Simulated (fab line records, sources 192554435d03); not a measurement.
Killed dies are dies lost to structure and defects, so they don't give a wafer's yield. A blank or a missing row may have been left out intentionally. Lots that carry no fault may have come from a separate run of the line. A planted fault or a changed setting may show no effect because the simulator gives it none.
Chamber matching || flow n5Finfet || N5_BEOL_M4_ETCH_77 on rieDiel-05: 4 sister chambers
The step etches underlayer in N2/H2, target depth 6.5 nm, time 5.2 s. 4 wafers are shown with their chamber, then 7 later ones without.

## WAFERS WITH THEIR CHAMBER
{"wafer": "L622.5", "chamber": 0, "showerheadPlenumPTorr (Torr)": 2.63}
{"wafer": "L625.5", "chamber": 2, "showerheadPlenumPTorr (Torr)": 2.53}
{"wafer": "L624.2", "chamber": 3, "showerheadPlenumPTorr (Torr)": 2.40}
{"wafer": "L624.4", "chamber": 1, "showerheadPlenumPTorr (Torr)": 2.48}

## WAFERS MISSING THEIR CHAMBER
{"wafer": "L624.6", "showerheadPlenumPTorr (Torr)": 2.40}
{"wafer": "L628.2", "showerheadPlenumPTorr (Torr)": 2.62}
{"wafer": "L628.4", "showerheadPlenumPTorr (Torr)": 2.62}
{"wafer": "L628.5", "showerheadPlenumPTorr (Torr)": 2.40}
{"wafer": "L638.1", "showerheadPlenumPTorr (Torr)": 2.47}
{"wafer": "L638.4", "showerheadPlenumPTorr (Torr)": 2.52}
{"wafer": "L638.5", "showerheadPlenumPTorr (Torr)": 2.61}

## THE CHAMBER EACH PASSED THROUGH
{"wafer": "L624.6", "from the rows above": 3, "in truth": 3}
{"wafer": "L628.2", "from the rows above": 0, "in truth": 0}
{"wafer": "L628.4", "from the rows above": 0, "in truth": 0}
{"wafer": "L628.5", "from the rows above": 3, "in truth": 3}
{"wafer": "L638.1", "from the rows above": 1, "in truth": 1}
{"wafer": "L638.4", "from the rows above": 2, "in truth": 2}
{"wafer": "L638.5", "from the rows above": 0, "in truth": 0}
Correctly placed: 7 of 7. From these rows, 0 cannot be placed. Wrongly placed: 0.
How it was worked out, from the rows above alone: a wafer's distance from a chamber is the root of the sum, over the readings, of the square of ((its reading less the chamber's mean) divided by the reading's scatter). The wafer belongs to the nearest chamber; if the next one is less than 2 further off, it can't be placed. For every chamber, the mean is computed from those of its wafers that are shown. The scatter: with one shown wafer a chamber, the root of the mean of the squares of how far each hidden wafer lies from its nearest shown one.
